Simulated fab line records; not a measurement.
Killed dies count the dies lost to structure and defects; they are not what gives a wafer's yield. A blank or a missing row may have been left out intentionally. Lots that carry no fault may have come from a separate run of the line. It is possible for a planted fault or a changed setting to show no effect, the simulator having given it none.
Chamber matching    flow n5 finfet    3 sister chambers for N5_BEOL_M4_CO_CAP_55 on cvd co-02
The step material Co, precursor CCTBA/H2, target thk 2 nm, time 102.1 s. 6 wafers are shown with their chamber, then 12 later ones without.

== WAFERS PAIRED WITH THEIR CHAMBERS ==
wafer   chamber  heater power w (W)
L086.6  0        278
L089.3  1        186
L089.5  2        196
L091.2  2        193
L091.4  0        268
L091.6  1        181

== WAFERS WITH NO CHAMBER GIVEN ==
wafer   heater power w (W)
L093.2  273
L093.4  264
L093.5  185
L094.1  274
L094.4  194
L094.5  274
L095.2  192
L095.5  181
L095.6  276
L097.3  189
L097.4  195
L097.5  187

== WHICH CHAMBER EACH ONE RAN IN ==
wafer   from the rows above      in truth
L093.2  0                        0
L093.4  0                        0
L093.5  can't be placed: 1 or 2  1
L094.1  0                        0
L094.4  2                        2
L094.5  0                        0
L095.2  can't be placed: 2 or 1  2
L095.5  1                        1
L095.6  0                        0
L097.3  can't be placed: 1 or 2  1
L097.4  2                        2
L097.5  can't be placed: 1 or 2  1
8 of 12 placed correctly. Unplaceable from these rows: 4, with the true chamber sitting among the candidates in 4. Wrongly placed: 0.
How it was worked out, from the rows above alone: a wafer's distance from a chamber is the root of the sum, over the readings, of the square of ((its reading less the chamber's mean) divided by the reading's scatter). The wafer belongs to the nearest chamber; if the next one is less than 2 further off, it can't be placed. A chamber's mean is the mean of its shown wafers. The scatter: take each reading less its chamber's mean, square it, sum over the shown wafers, divide by the number of wafers less the number of chambers, and take the root.
